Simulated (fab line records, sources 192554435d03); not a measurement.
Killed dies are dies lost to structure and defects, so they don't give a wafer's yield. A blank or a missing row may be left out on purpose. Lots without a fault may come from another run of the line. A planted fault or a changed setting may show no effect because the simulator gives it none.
Chamber matching | flow n5_finfet | N5_HKMG_FIN_ALD_21 on ald_metal-04: 4 sister chambers
The step deposits TiN, target thk 1.5 nm, pulse time 1 s, purge time 3 s. 8 wafers are shown with their chamber, then 11 later ones without.

WAFERS WITH THEIR CHAMBER
wafer  | chamber | heater_power_w (W) | precursor_pulse_height_rel
L090.4 | 2       | 871                | 1.040
L092.1 | 0       | 998                | 1.025
L092.2 | 1       | 751                | 1.008
L092.3 | 2       | 870                | 0.979
L092.4 | 3       | 724                | 0.991
L092.5 | 1       | 742                | 0.982
L092.6 | 0       | 1009               | 1.018
L093.2 | 3       | 729                | 1.000

WAFERS WITHOUT THEIR CHAMBER
wafer  | heater_power_w (W) | precursor_pulse_height_rel
L093.4 | 995                | 0.995
L093.6 | 1028               | 0.972
L095.1 | 788                | 1.005
L095.2 | 722                | 0.987
L095.3 | 867                | 0.999
L095.4 | 1015               | 1.028
L095.5 | 727                | 1.007
L095.6 | 1001               | 0.939
L096.2 | 873                | 1.023
L096.5 | 730                | 0.969
L096.6 | 1013               | 0.989

WHICH CHAMBER EACH WENT THROUGH
wafer  | from the rows above     | in truth
L093.4 | 0                       | 0
L093.6 | 0                       | 0
L095.1 | 1                       | 1
L095.2 | 3                       | 3
L095.3 | 2                       | 2
L095.4 | 0                       | 0
L095.5 | 3                       | 3
L095.6 | 0                       | 0
L096.2 | 2                       | 2
L096.5 | can't be placed: 3 or 1 | 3
L096.6 | 0                       | 0
Placed correctly: 10 of 11. Can't be placed from these rows: 1 (the true chamber is among the candidates in 1). Placed wrongly: 0.
How it was worked out, from the rows above alone: a wafer's distance from a chamber is the root of the sum, over the readings, of the square of ((its reading less the chamber's mean) divided by the reading's scatter). The wafer belongs to the nearest chamber; if the next one is less than 2 further off, it can't be placed. A chamber's mean is the mean of its shown wafers. The scatter: the root of (the sum of the squares of (reading less its chamber's mean) over the shown wafers, divided by (wafers less chambers)).
